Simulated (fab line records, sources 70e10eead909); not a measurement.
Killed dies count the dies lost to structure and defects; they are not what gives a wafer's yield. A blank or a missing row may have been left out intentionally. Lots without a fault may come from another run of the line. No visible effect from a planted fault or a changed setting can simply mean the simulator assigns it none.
fab line records | flow nandHarc
[record] lots = 15 | wafers = 45 | lastDay = 33
route steps=1302 shown A_BONDPAD@1216
lots that met no fault: from a run of the same line without faults
startH: the number of hours between the record's first day and the start of the first shown wafer of the lot | waitH: how many hours have passed since the lot's step before this one | " same as the row above | L1.1+2: a single row standing in for several wafers | - either no value or no given start | * or withheld: withheld | < > ~ a bound
route shown NAME@n: NAME is a module with steps in the file, n the number in the route of the first one | usual: average and standard deviation across the fault-free wafers | same: alike in all rows | chamber/n: place in a boat | sites: readings site by site | _std_site: standard deviation across them | _edge_site: outer sites' mean less inner sites' | radiusMm: how far each site lies from the wafer's centre | mask NAME#n: copy n | behind: tool/chamber where the wafer was last shaped | hold: reason for holding the lot/hours on hold/outcome of the hold | device: the transistor (n, p or np) that didn't switch | end of line: the tests these same wafers got at the end of their route | where a step has no rows: the recipe by itself | killed: not the wafer's yield, but the dies lost to structure and defects at the first sort | map: the dies of a wafer, with x for killed, . for not killed, _ for no die there
set.NAME: the run value of the setting; set.NAME@STEP: its run value at that earlier step | model.NAME: the simulator's own value behind a step, which no gauge read
the route's steps for a sample of lots (tables are steps, rows are wafers)
services: when a tool's chamber went out of use (startH, in hours from the record's first day, below 0 if earlier), for how many hours, and the reason
[[steps]]
[step NHARC_A_BONDPAD_OVL_MEAS_35]
[usual] overlayXNm = 0/4 | overlayYNm = 1/6.9
lot.wafer | tool       | chamber | startH | waitH | overlayXNm | overlayYNm
L136.2    | overlay-01 | -       | 533.72 | -     | 5          | -11
L136.5    | "          | -       | "      | "     | 5          | -10
L136.6    | "          | -       | "      | "     | 6          | -10
L138.1    | overlay-01 | -       | 566.06 | -     | 5          | 4
L138.3    | "          | -       | "      | "     | 5          | 4
L138.4    | "          | -       | "      | "     | 5          | 3
L137.1    | overlay-02 | -       | 566.76 | -     | -1         | 6
L137.3    | "          | -       | "      | "     | -1         | 6
L137.4    | "          | -       | "      | "     | -2         | 6
L144.1    | overlay-01 | -       | 644.20 | -     | 6          | 8
L144.4    | "          | -       | "      | "     | 5          | 8
L144.6    | "          | -       | "      | "     | 5          | 8
L146.1    | overlay-01 | -       | 648.74 | -     | -1         | 3
L146.2    | "          | -       | "      | "     | -2         | 3
L146.6    | "          | -       | "      | "     | -2         | 3
L147.2    | overlay-02 | -       | 672.86 | -     | 1          | 0
L147.3    | "          | -       | "      | "     | 1          | 0
L147.5    | "          | -       | "      | "     | 0          | 0
L148.3    | overlay-01 | -       | 676.83 | -     | 4          | -14
L148.4    | "          | -       | "      | "     | 4          | -15
L148.5    | "          | -       | "      | "     | 4          | -15
L151.1    | overlay-01 | -       | 689.75 | -     | 1          | 2
L151.3    | "          | -       | "      | "     | 2          | 3
L151.6    | "          | -       | "      | "     | 1          | 2
L153.3    | overlay-01 | -       | 713.60 | -     | -2         | 4
L153.4    | "          | -       | "      | "     | -2         | 4
L153.6    | "          | -       | "      | "     | -1         | 4
L152.1    | overlay-01 | -       | 714.62 | -     | 1          | 12
L152.4    | "          | -       | "      | "     | 1          | 12
L152.5    | "          | -       | "      | "     | 0          | 13
L156.2    | overlay-01 | -       | 729.30 | -     | -1         | 5
L156.3    | "          | -       | "      | "     | -1         | 5
L156.4    | "          | -       | "      | "     | 0          | 5
L154.2    | overlay-01 | -       | 730.73 | -     | 1          | -3
L154.4    | "          | -       | "      | "     | 1          | -4
L154.5    | "          | -       | "      | "     | 1          | -4
L155.4    | overlay-02 | -       | 734.76 | -     | -10        | -10
L155.5    | "          | -       | "      | "     | -10        | -9
L155.6    | "          | -       | "      | "     | -10        | -10
L157.4    | overlay-02 | -       | 746.04 | -     | 1          | 13
L157.5    | "          | -       | "      | "     | 1          | 13
L157.6    | "          | -       | "      | "     | 1          | 13
L158.3    | overlay-02 | -       | 760.05 | -     | 2          | 4
L158.4    | "          | -       | "      | "     | 2          | 4
L158.5    | "          | -       | "      | "     | 2          | 4
[step NHARC_A_BONDPAD_DEGAS_25]
[recipe] tempC = 300 | timeS = 60
[usual] heaterPowerW = 449/34
lot.wafer | tool          | chamber | startH | waitH | heaterPowerW
L136.2    | pvdSputter-01 | -       | 534.85 | -     | 467
L136.5    | "             | -       | "      | "     | 455
L136.6    | "             | -       | "      | "     | 435
L138.4    | pvdSputter-01 | -       | 567.13 | -     | 396
L138.3    | "             | -       | "      | "     | 465
L138.1    | "             | -       | "      | "     | 462
L137.1    | pvdSputter-02 | -       | 567.82 | -     | 473
L137.3    | "             | -       | "      | "     | 473
L137.4    | "             | -       | "      | "     | 446
L144.4    | pvdSputter-03 | -       | 645.28 | -     | 440
L144.1    | "             | -       | "      | "     | 401
L144.6    | "             | -       | "      | "     | 408
L146.2    | pvdSputter-02 | -       | 649.80 | -     | 457
L146.1    | "             | -       | "      | "     | 488
L146.6    | "             | -       | "      | "     | 474
L147.3    | pvdSputter-03 | -       | 673.93 | -     | 387
L147.2    | "             | -       | "      | "     | 455
L147.5    | "             | -       | "      | "     | 431
L148.4    | pvdSputter-01 | -       | 677.91 | -     | 442
L148.3    | "             | -       | "      | "     | 397
L148.5    | "             | -       | "      | "     | 447
L151.1    | pvdSputter-03 | -       | 690.82 | -     | 408
L151.3    | "             | -       | "      | "     | 447
L151.6    | "             | -       | "      | "     | 447
L153.4    | pvdSputter-02 | -       | 714.66 | -     | 466
L153.3    | "             | -       | "      | "     | 439
L153.6    | "             | -       | "      | "     | 492
L152.1    | pvdSputter-03 | -       | 715.69 | -     | 434
L152.4    | "             | -       | "      | "     | 406
L152.5    | "             | -       | "      | "     | 418
L156.4    | pvdSputter-03 | -       | 730.36 | -     | 466
L156.3    | "             | -       | "      | "     | 422
L156.2    | "             | -       | "      | "     | 438
L154.2    | pvdSputter-01 | -       | 731.79 | -     | 453
L154.4    | "             | -       | "      | "     | 462
L154.5    | "             | -       | "      | "     | 389
L155.4    | pvdSputter-03 | -       | 735.85 | -     | 421
L155.5    | "             | -       | "      | "     | 431
L155.6    | "             | -       | "      | "     | 418
L157.4    | pvdSputter-03 | -       | 747.10 | -     | 453
L157.6    | "             | -       | "      | "     | 443
L157.5    | "             | -       | "      | "     | 421
L158.4    | pvdSputter-02 | -       | 761.22 | -     | 478
L158.3    | "             | -       | "      | "     | 460
L158.5    | "             | -       | "      | "     | 431
[step NHARC_A_BONDPAD_PRE_CLEAN_26]
[recipe] timeS = 30 | tempC = 280 | gas = H2/He
[usual] heaterPowerW = 395/30
lot.wafer | tool          | chamber | startH | waitH | heaterPowerW
L136.2    | pvdSputter-01 | -       | -      | -     | 421
L136.5    | "             | -       | "      | "     | 391
L136.6    | "             | -       | "      | "     | 352
L138.4    | pvdSputter-01 | -       | -      | -     | 389
L138.3    | "             | -       | "      | "     | 408
L138.1    | "             | -       | "      | "     | 407
L137.3    | pvdSputter-02 | -       | -      | -     | 416
L137.1    | "             | -       | "      | "     | 414
L137.4    | "             | -       | "      | "     | 472
L144.1    | pvdSputter-03 | -       | -      | -     | 351
L144.4    | "             | -       | "      | "     | 392
L144.6    | "             | -       | "      | "     | 387
L146.1    | pvdSputter-02 | -       | -      | -     | 410
L146.2    | "             | -       | "      | "     | 418
L146.6    | "             | -       | "      | "     | 408
L147.2    | pvdSputter-03 | -       | -      | -     | 388
L147.3    | "             | -       | "      | "     | 358
L147.5    | "             | -       | "      | "     | 360
L148.3    | pvdSputter-01 | -       | -      | -     | 391
L148.4    | "             | -       | "      | "     | 399
L148.5    | "             | -       | "      | "     | 398
L151.1    | pvdSputter-03 | -       | -      | -     | 384
L151.3    | "             | -       | "      | "     | 346
L151.6    | "             | -       | "      | "     | 351
L153.4    | pvdSputter-02 | -       | -      | -     | 407
L153.3    | "             | -       | "      | "     | 412
L153.6    | "             | -       | "      | "     | 403
L152.4    | pvdSputter-03 | -       | -      | -     | 377
L152.1    | "             | -       | "      | "     | 369
L152.5    | "             | -       | "      | "     | 385
L156.3    | pvdSputter-03 | -       | -      | -     | 381
L156.4    | "             | -       | "      | "     | 385
L156.2    | "             | -       | "      | "     | 394
L154.2    | pvdSputter-01 | -       | -      | -     | 342
L154.4    | "             | -       | "      | "     | 431
L154.5    | "             | -       | "      | "     | 406
L155.4    | pvdSputter-03 | -       | -      | -     | 400
L155.5    | "             | -       | "      | "     | 356
L155.6    | "             | -       | "      | "     | 403
L157.4    | pvdSputter-03 | -       | -      | -     | 395
L157.6    | "             | -       | "      | "     | 393
L157.5    | "             | -       | "      | "     | 373
L158.4    | pvdSputter-02 | -       | -      | -     | 400
L158.3    | "             | -       | "      | "     | 410
L158.5    | "             | -       | "      | "     | 377
[step NHARC_A_BONDPAD_PVD_17]
[recipe] targetThkA = 50 | biasV = 168.6 | powerW = 15000 | chamberPressurePa = 0.12 | timeS = 8.06 | substrateTempC = 50 | material = TaN
[usual] biasV = 168.7/1.8 | cathodeDcPowerW = 15000/2.8 | chamberPressurePa = 0.12002/0.00024 | throttleValvePct = 29.7/0.8
lot.wafer | tool          | chamber | startH | waitH | biasV | cathodeDcPowerW | chamberPressurePa | throttleValvePct
L136.2    | pvdSputter-01 | -       | 534.97 | -     | 171.3 | 15000           | 0.12029           | 29.3
L136.5    | "             | -       | "      | "     | 165.8 | 14995           | 0.12011           | 29.6
L136.6    | "             | -       | "      | "     | 166.9 | 15001           | 0.11992           | 29.7
L138.3    | pvdSputter-01 | -       | 567.24 | -     | 168.4 | 15001           | 0.12041           | 30.0
L138.1    | "             | -       | "      | "     | 171.6 | 15000           | 0.11979           | 29.7
L138.4    | "             | -       | "      | "     | 170.9 | 15003           | 0.1202            | 27.8
L137.4    | pvdSputter-02 | -       | 567.93 | -     | 164.9 | 14999           | 0.12001           | 31.4
L137.1    | "             | -       | "      | "     | 168.6 | 15003           | 0.11988           | 29.0
L137.3    | "             | -       | "      | "     | 165.6 | 14997           | 0.12014           | 28.3
L144.1    | pvdSputter-03 | -       | 645.38 | -     | 168.6 | 15001           | 0.12014           | 29.1
L144.4    | "             | -       | "      | "     | 166.0 | 15002           | 0.11974           | 29.8
L144.6    | "             | -       | "      | "     | 168.5 | 15003           | 0.12011           | 29.0
L146.1    | pvdSputter-02 | -       | 649.93 | -     | -     | -               | -                 | -
L146.2    | "             | -       | "      | "     | -     | -               | -                 | -
L146.6    | "             | -       | "      | "     | -     | -               | -                 | -
L147.2    | pvdSputter-03 | -       | 674.05 | -     | -     | -               | -                 | -
L147.3    | "             | -       | "      | "     | -     | -               | -                 | -
L147.5    | "             | -       | "      | "     | -     | -               | -                 | -
L148.3    | pvdSputter-01 | -       | 678.04 | -     | -     | -               | -                 | -
L148.4    | "             | -       | "      | "     | -     | -               | -                 | -
L148.5    | "             | -       | "      | "     | -     | -               | -                 | -
L151.1    | pvdSputter-03 | -       | 690.94 | -     | 166.7 | 15002           | 0.12003           | 30.3
L151.3    | "             | -       | "      | "     | 169.7 | 14998           | 0.11987           | 29.1
L151.6    | "             | -       | "      | "     | 170.1 | 15000           | 0.12015           | 30.4
L153.3    | pvdSputter-02 | -       | 714.79 | -     | 168.0 | 15002           | 0.11992           | 29.7
L153.4    | "             | -       | "      | "     | 170.4 | 14996           | 0.12019           | 29.2
L153.6    | "             | -       | "      | "     | 171.1 | 14999           | 0.12032           | 30.1
L152.4    | pvdSputter-03 | -       | 715.80 | -     | 170.4 | 15004           | 0.12008           | 29.1
L152.1    | "             | -       | "      | "     | 170.4 | 15001           | 0.12              | 30.0
L152.5    | "             | -       | "      | "     | 170.8 | 14997           | 0.12014           | 28.8
L156.4    | pvdSputter-03 | -       | 730.47 | -     | 171.3 | 15001           | 0.12008           | 29.9
L156.3    | "             | -       | "      | "     | 169.5 | 14998           | 0.11977           | 29.7
L156.2    | "             | -       | "      | "     | 164.5 | 14997           | 0.12052           | 30.1
L154.2    | pvdSputter-01 | -       | 731.93 | -     | 170.4 | 14995           | 0.11981           | 30.0
L154.4    | "             | -       | "      | "     | 167.3 | 15001           | 0.11978           | 28.1
L154.5    | "             | -       | "      | "     | 170.4 | 15000           | 0.12008           | 29.6
L155.4    | pvdSputter-03 | -       | 735.99 | -     | 169.4 | 14997           | 0.11998           | 29.0
L155.5    | "             | -       | "      | "     | 170.1 | 14993           | 0.11978           | 29.9
L155.6    | "             | -       | "      | "     | 170.9 | 15004           | 0.12001           | 29.6
L157.4    | pvdSputter-03 | -       | 747.26 | -     | 170.4 | 15001           | 0.11968           | 29.8
L157.6    | "             | -       | "      | "     | 170.3 | 15000           | 0.12037           | 30.1
L157.5    | "             | -       | "      | "     | 166.1 | 15001           | 0.11975           | 30.4
L158.4    | pvdSputter-02 | -       | 761.35 | -     | 168.0 | 15007           | 0.1201            | 29.7
L158.3    | "             | -       | "      | "     | 171.0 | 14997           | 0.11973           | 29.0
L158.5    | "             | -       | "      | "     | 167.5 | 15002           | 0.11979           | 29.8
[[services]]
tool          | chamber | startH | hours | kind
pvdSputter-03 | -       | 526.01 | 10.0  | pm
pvdSputter-03 | -       | 551.68 | 0.6   | repair
pvdSputter-03 | -       | 558.85 | 0.9   | repair
pvdSputter-03 | -       | 562.84 | 2.1   | repair
pvdSputter-03 | -       | 571.23 | 4.5   | repair
pvdSputter-01 | -       | 585.81 | 10.0  | pm
pvdSputter-03 | -       | 628.77 | 1.0   | repair
pvdSputter-02 | -       | 638.33 | 10.0  | pm
pvdSputter-01 | -       | 657.84 | 2.3   | repair
pvdSputter-01 | -       | 674.27 | 1.3   | repair
pvdSputter-03 | -       | 704.01 | 10.0  | pm
[[key]]
[firstSign] step = NHARC_A_BONDPAD_PVD_17 | reading = toolRecord | direction = missing
effect none on later readings
metAt NHARC_A_BONDPAD_PVD_17
struckLots L146,L147,L148
laterRowsLeftOut L146.1,L146.2,L146.6,L147.2,L147.3,L147.5,L148.3,L148.4,L148.5
sortLeftOut L146.1,L146.2,L146.6,L147.2,L147.3,L147.5,L148.3,L148.4,L148.5
notActingAt NHARC_A_BONDPAD_OVL_MEAS_35,NHARC_A_BONDPAD_DEGAS_25,NHARC_A_BONDPAD_PRE_CLEAN_26
onsetBetween 645.38 649.93
[fault] kind = skippedStepWhole | tool = pvdSputter-01,pvdSputter-02,pvdSputter-03 | chamber = - | onsetH = 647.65 | steps = NHARC_A_BONDPAD_PVD_17 | scope = struckLotsOnly
// sortLeftOut: the simulated sort isn't trusted on such a fault, so these wafers' sort isn't shown, and their yield isn't known
// laterRowsLeftOut: the simulator's readings of these wafers behind a module that went badly wrong aren't trusted and aren't shown, but for the sort
